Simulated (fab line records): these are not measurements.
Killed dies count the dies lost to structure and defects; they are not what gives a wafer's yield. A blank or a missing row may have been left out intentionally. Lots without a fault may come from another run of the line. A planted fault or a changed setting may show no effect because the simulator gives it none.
Chamber matching :: flow n5 finfet :: N5_BEOL_M14_VIA_ETCH_16 on rie diel-02 has 4 sister chambers
The step etches SiO2 in C4F8/O2/Ar, target depth 1231.3 nm. 16 wafers are shown with their chamber, then 8 later ones without.

## WAFERS PAIRED WITH THEIR CHAMBERS
wafer: L076.1
chamber: 0
drypump motor current A (A): 6.3
rf vpp V (V): 2174
throttle valve pct (%): 31.26

wafer: L076.5
chamber: 1
drypump motor current A (A): 5.5
rf vpp V (V): 2233
throttle valve pct (%): 31.10

wafer: L076.6
chamber: 0
drypump motor current A (A): 6.3
rf vpp V (V): 2175
throttle valve pct (%): 31.25

wafer: L083.1
chamber: 2
drypump motor current A (A): 5.2
rf vpp V (V): 2193
throttle valve pct (%): 30.62

wafer: L083.2
chamber: 1
drypump motor current A (A): 5.5
rf vpp V (V): 2232
throttle valve pct (%): 31.10

wafer: L083.5
chamber: 2
drypump motor current A (A): 5.2
rf vpp V (V): 2192
throttle valve pct (%): 30.63

wafer: L082.1
chamber: 1
drypump motor current A (A): 5.5
rf vpp V (V): 2230
throttle valve pct (%): 31.13

wafer: L082.2
chamber: 2
drypump motor current A (A): 5.2
rf vpp V (V): 2192
throttle valve pct (%): 30.63

wafer: L082.5
chamber: 1
drypump motor current A (A): 5.5
rf vpp V (V): 2230
throttle valve pct (%): 31.13

wafer: L084.2
chamber: 0
drypump motor current A (A): 6.3
rf vpp V (V): 2174
throttle valve pct (%): 31.27

wafer: L084.4
chamber: 1
drypump motor current A (A): 5.5
rf vpp V (V): 2230
throttle valve pct (%): 31.14

wafer: L084.6
chamber: 0
drypump motor current A (A): 6.3
rf vpp V (V): 2174
throttle valve pct (%): 31.27

wafer: L085.3
chamber: 0
drypump motor current A (A): 6.3
rf vpp V (V): 2174
throttle valve pct (%): 31.26

wafer: L085.5
chamber: 0
drypump motor current A (A): 6.3
rf vpp V (V): 2175
throttle valve pct (%): 31.26

wafer: L085.6
chamber: 2
drypump motor current A (A): 5.3
rf vpp V (V): 2191
throttle valve pct (%): 30.66

wafer: L093.1
chamber: 3
drypump motor current A (A): 5.7
rf vpp V (V): 2188
throttle valve pct (%): 30.65

SIGNATURES (means of the wafers above)
reading: drypump motor current A
chamber 0: 6.300
chamber 1: 5.500
chamber 2: 5.225
chamber 3: 5.700
scatter within a chamber: 0.025

reading: rf vpp V
chamber 0: 2174.33
chamber 1: 2231.00
chamber 2: 2192.00
chamber 3: 2188.00
scatter within a chamber: 0.972

reading: throttle valve pct
chamber 0: 31.2617
chamber 1: 31.1200
chamber 2: 30.6350
chamber 3: 30.6500
scatter within a chamber: 0.0147
Rule: distance of a wafer from a chamber = root of the sum over the readings of ((wafer's reading minus chamber's mean) / reading's scatter) squared. The wafer belongs to the nearest chamber; if the next one is less than 2 further off, it can't be placed. The scatter: the root of (the sum of the squares of (reading less its chamber's mean) over the shown wafers, divided by (wafers less chambers)).

## WAFERS WHOSE CHAMBER IS MISSING
wafer: L093.3
drypump motor current A (A): 6.4
rf vpp V (V): 2175
throttle valve pct (%): 31.28

wafer: L093.5
drypump motor current A (A): 6.4
rf vpp V (V): 2174
throttle valve pct (%): 31.29

wafer: L090.1
drypump motor current A (A): 6.4
rf vpp V (V): 2173
throttle valve pct (%): 31.26

wafer: L090.2
drypump motor current A (A): 5.4
rf vpp V (V): 2232
throttle valve pct (%): 31.12

wafer: L090.4
drypump motor current A (A): 5.2
rf vpp V (V): 2191
throttle valve pct (%): 30.62

wafer: L095.1
drypump motor current A (A): 5.7
rf vpp V (V): 2189
throttle valve pct (%): 30.63

wafer: L095.5
drypump motor current A (A): 6.4
rf vpp V (V): 2174
throttle valve pct (%): 31.29

wafer: L095.6
drypump motor current A (A): 5.7
rf vpp V (V): 2188
throttle valve pct (%): 30.62

## WHICH CHAMBER EACH ONE RAN IN
wafer: L093.3
from the rows above: 0
in truth: 0

wafer: L093.5
from the rows above: 0
in truth: 0

wafer: L090.1
from the rows above: 0
in truth: 0

wafer: L090.2
from the rows above: 1
in truth: 1

wafer: L090.4
from the rows above: 2
in truth: 2

wafer: L095.1
from the rows above: 3
in truth: 3

wafer: L095.5
from the rows above: 0
in truth: 0

wafer: L095.6
from the rows above: 3
in truth: 3
Correct placement for 8 of the 8. Not placeable from these rows: 0. Placed wrongly: 0.
